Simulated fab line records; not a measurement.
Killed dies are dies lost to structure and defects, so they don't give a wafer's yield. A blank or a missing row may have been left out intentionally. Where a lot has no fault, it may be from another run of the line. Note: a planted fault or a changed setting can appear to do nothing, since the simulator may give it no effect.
Chamber matching    flow nand-harc    ald-hk-01 running NHARC_A_STAIRCASE_ALD_415: 4 sister chambers
The step deposits SiO2, target thk 30 nm, pulse time 6 s, ald cycles 300. 18 wafers are shown with their chamber, then 9 later ones without.

## WAFERS WITH THEIR CHAMBER
wafer   chamber  heater-power-w (W)  precursor-pulse-height-rel
L339.1  2        526                 1.006
L339.4  0        545                 0.988
L339.6  0        546                 1.024
L341.3  0        552                 0.980
L341.5  1        494                 1.032
L341.6  2        520                 1.015
L345.1  3        392                 1.011
L345.5  3        386                 1.009
L345.6  2        517                 1.050
L344.3  2        522                 1.021
L344.4  1        481                 1.015
L344.5  3        379                 0.978
L348.1  2        519                 0.998
L348.4  1        490                 1.008
L348.5  1        484                 0.980
L347.3  0        547                 0.996
L347.4  3        387                 1.036
L347.6  2        528                 1.001

SIGNATURES, as means of the wafers listed above
reading                     chamber 0  chamber 1  chamber 2  chamber 3  scatter within a chamber
heater-power-w              547.50     487.25     522.00     386.00     4.69
precursor-pulse-height-rel  0.99700    1.00875    1.01517    1.00850    0.0207
Rule: for a wafer and a chamber, the distance is found by dividing, reading by reading, the gap between the wafer's reading and the chamber's mean by the reading's scatter, squaring, summing and taking the root. If the next closest chamber is less than 2 further off than the closest, the wafer can't be placed; otherwise it belongs to the closest. The scatter: the root of (the sum of the squares of (reading less its chamber's mean) over the shown wafers, divided by (wafers less chambers)).

## WAFERS WHOSE CHAMBER IS MISSING
wafer   heater-power-w (W)  precursor-pulse-height-rel
L351.1  355                 0.986
L351.3  569                 1.011
L351.4  534                 1.017
L353.2  559                 0.996
L353.3  532                 1.008
L353.6  369                 1.034
L362.1  485                 0.999
L362.4  544                 0.961
L362.5  355                 1.023

## THE CHAMBER EACH PASSED THROUGH
wafer    from the rows above       in truth
L351.1   3                         3
L351.3   0                         0
L351.4   can't be placed: 2 or 0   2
L353.2   0                         0
L353.3   can't be placed: 2 or 0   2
L353.6   3                         3
L362.1   1                         1
L362.4   0                         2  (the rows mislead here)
L362.5   3                         3
Correctly placed: 6 of 9. Can't be placed from these rows: 2 (the true chamber is among the candidates in 2). 1 placed wrongly.
